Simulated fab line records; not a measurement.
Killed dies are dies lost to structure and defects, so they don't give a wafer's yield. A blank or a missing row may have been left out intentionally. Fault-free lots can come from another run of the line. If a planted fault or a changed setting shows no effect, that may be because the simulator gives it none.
Matching of chambers | flow n5-finfet | pecvd-04 running N5_FIN_SAQP_PECVD_47: 3 sister chambers
The step deposits a-Si from SiH4/He, target thk 45 nm, time 36.3 s. 6 wafers are shown with their chamber, then 8 later ones without.

== WAFERS, EACH WITH ITS CHAMBER ==
wafer  | chamber | throttle-valve-pct (%) | heater-power-w (W)
L083.6 | 1       | 17.7                   | 791
L085.4 | 1       | 17.8                   | 795
L085.6 | 0       | 18.3                   | 976
L088.3 | 2       | 18.8                   | 883
L088.4 | 0       | 18.3                   | 865
L089.1 | 2       | 18.5                   | 814

== WAFERS WHOSE CHAMBER IS MISSING ==
wafer  | throttle-valve-pct (%) | heater-power-w (W)
L089.4 | 18.3                   | 1026
L089.5 | 18.0                   | 706
L094.2 | 18.2                   | 1023
L094.3 | 17.9                   | 795
L094.5 | 18.5                   | 1044
L095.1 | 18.0                   | 694
L095.3 | 18.3                   | 999
L095.4 | 18.2                   | 1001

== WHICH CHAMBER EACH ONE RAN IN ==
wafer  | from the rows above     | in truth
L089.4 | 0                       | 0
L089.5 | 1                       | 1
L094.2 | 0                       | 0
L094.3 | 1                       | 1
L094.5 | can't be placed: 0 or 2 | 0
L095.1 | 1                       | 1
L095.3 | 0                       | 0
L095.4 | 0                       | 0
Correct placement for 7 of the 8. From these rows, 1 cannot be placed; in 1 the true chamber is one of the candidates. Wrongly placed: 0.
How it was worked out, from the rows above alone: a wafer's distance from a chamber is the root of the sum, over the readings, of the square of ((its reading less the chamber's mean) divided by the reading's scatter). The wafer belongs to the nearest chamber; if the next one is less than 2 further off, it can't be placed. The mean given for a chamber averages the wafers shown for that chamber. The scatter: take each reading less its chamber's mean, square it, sum over the shown wafers, divide by the number of wafers less the number of chambers, and take the root.
